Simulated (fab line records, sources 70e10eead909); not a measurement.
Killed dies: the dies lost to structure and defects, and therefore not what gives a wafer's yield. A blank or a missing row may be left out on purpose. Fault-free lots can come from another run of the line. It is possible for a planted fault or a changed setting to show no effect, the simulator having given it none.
8D (eight disciplines) problem report, filled in by code ; flow nand-harc ; the parts of the form that need people (team, actions taken, sign-off) are left out

## 1. WHAT WENT WRONG
At NHARC_A_M0_INSPECT_27, raw-defect-count averages 3239 over 3 wafers from 2 lots, while fault-free wafers read 576, standard deviation 150. Relative to the usual mean, that is a shift of +18 standard deviations.
Seen first at day 27 16:04 on defect-inspect-01, wafer L905.1. At this step, 36 wafers from 12 lots have a number in the record. Rule for "out", or "out of limits": more than 4 standard deviations from the usual mean. The rest of the wafers with a number are treated as sound.

## 2. WHAT IT IS; WHAT IT IS NOT
question;is;is not
which readings at this step;raw-defect-count;-
which lots;L904, L905;L893, L894, L895, L906, L911, L912, L913, L914, L915, L916
which wafers of those lots;L904.2, L904.5, L905.1;L904.3, L905.3, L905.6
read on which gauges;defect-inspect-01, defect-inspect-02;-
when;from day 27 16:04;"up to then (11 sound wafers); but 22 sound wafers of L904, L906, L911, L912, L913, L914, L915, L916 came after"

## 3. SUSPECTS, AND WHAT RULES EACH OUT
Counting: a tool at a process step up to the reading stays a suspect if it ran every lot that is out. Sound lots after the first of them don't rule it out here, since some wafers of a struck lot are sound.
- the gauge at NHARC_A_M0_INSPECT_27 has been ruled out. The wafers that are out were read on 2 gauges (defect-inspect-01, defect-inspect-02).
- pvd-sputter-03 at NHARC_A_M0_DEGAS_28 (time 60 s): kept. Ran every lot that is out, first one L905 (day 27 14:31); last sound lot up to then L894 (day 23 16:58).
- pvd-sputter-03 at NHARC_A_M0_PVD_21 (deposits Cu, target thk 30 nm, time 20.49 s): kept. Ran every lot that is out, first one L905 (day 27 15:35); last sound lot up to then L894 (day 23 18:03). NHARC_A_M0_PVD_21: start missing for some lots; hours and lot order therefore follow NHARC_A_M0_CMP_23.
- cmp-04 at NHARC_A_M0_CMP_23 (polishes, t overpolish 20 s, target thk 113.75 nm): kept. Ran every lot that is out, first one L905 (day 27 15:35); last sound lot up to then L895 (day 24 10:04).
After the count, these remain: pvd-sputter-03 at NHARC_A_M0_DEGAS_28, pvd-sputter-03 at NHARC_A_M0_PVD_21 and cmp-04 at NHARC_A_M0_CMP_23.

## 4. THE CAUSE (what the simulator had put in)
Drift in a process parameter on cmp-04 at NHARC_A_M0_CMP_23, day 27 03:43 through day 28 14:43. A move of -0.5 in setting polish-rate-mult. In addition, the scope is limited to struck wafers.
This tool is one of the 3 suspects left after counting.

## 5. SEQUENCE OF EFFECTS, ordered by route
Each row: a reading where the mean over the struck wafers with a number is more than 3 standard deviations away from the usual. Only readings for which the record gives a usual standard deviation are gone through. hours: the time from each lot's start at the first step in this table that gives one to its start at this step, as a median over the lots. sigmas: the change in usual standard deviations.
hours;step;reading;usual;on struck wafers;change;sigmas
0;NHARC_A_M0_INSPECT_27;raw-defect-count;576;3239;+2663;+18
37;NHARC_END_SORT_01;defect-limited-yield;91 %;0;-91;-30
37;NHARC_END_SORT_01;killed-at-array;59;670;+612;+31
37;NHARC_END_SORT_01;killed-dies;63;677;+614;+29

## 6. HOW IT WOULD HAVE BEEN CAUGHT EARLIER
In this record the first reading out of limits at a measuring or inspecting step was taken at day 27 16:04, 12 hours after the fault began at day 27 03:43.
Of the tool readings at NHARC_A_M0_CMP_23 for which the record gives a usual standard deviation, none was out on any struck wafer, so an alarm limit of 4 standard deviations on them would not have fired.
Among the 2 lots that are out, L904 began NHARC_A_M0_CMP_23 on cmp-04 after day 27 16:04. It would have been spared by a hold on the tool at that moment.
